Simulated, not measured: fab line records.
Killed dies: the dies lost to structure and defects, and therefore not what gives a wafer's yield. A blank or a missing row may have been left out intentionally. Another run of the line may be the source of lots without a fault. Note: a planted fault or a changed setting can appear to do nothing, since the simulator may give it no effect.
Chamber matching	flow n5Finfet	N5_DUMMY_GATE_STRIP_48 on rieDiel-04 has 4 sister chambers
The step strips in N2/H2, time 20 s. 8 wafers are shown with their chamber, then 7 later ones without.

== WAFERS WITH THEIR CHAMBER ==
wafer	chamber	showerheadPlenumPTorr (Torr)	drypumpMotorCurrentA (A)
L077.5	3	3.14	5.66
L077.6	1	3.48	6.19
L078.4	1	3.48	6.16
L084.1	2	3.47	6.07
L084.4	0	3.23	5.45
L084.6	0	3.23	5.45
L087.2	3	3.13	5.64
L087.3	2	3.46	6.10

== WAFERS MISSING THEIR CHAMBER ==
wafer	showerheadPlenumPTorr (Torr)	drypumpMotorCurrentA (A)
L087.4	3.47	6.19
L091.1	3.47	6.19
L091.5	3.13	5.64
L091.6	3.22	5.45
L094.2	3.47	6.20
L094.3	3.13	5.61
L094.5	3.46	6.06

== CHAMBER TAKEN BY EACH ==
wafer	from the rows above	in truth
L087.4	1	1
L091.1	1	1
L091.5	3	3
L091.6	0	0
L094.2	1	1
L094.3	3	3
L094.5	2	2
Placed correctly: 7 of 7. Not placeable from these rows: 0. Wrongly placed: 0.
How it was worked out, from the rows above alone: a wafer's distance from a chamber is the root of the sum, over the readings, of the square of ((its reading less the chamber's mean) divided by the reading's scatter). The wafer belongs to the nearest chamber; if the next one is less than 2 further off, it can't be placed. Each chamber's mean is taken over the wafers shown for it. The scatter: the root of (the sum of the squares of (reading less its chamber's mean) over the shown wafers, divided by (wafers less chambers)).
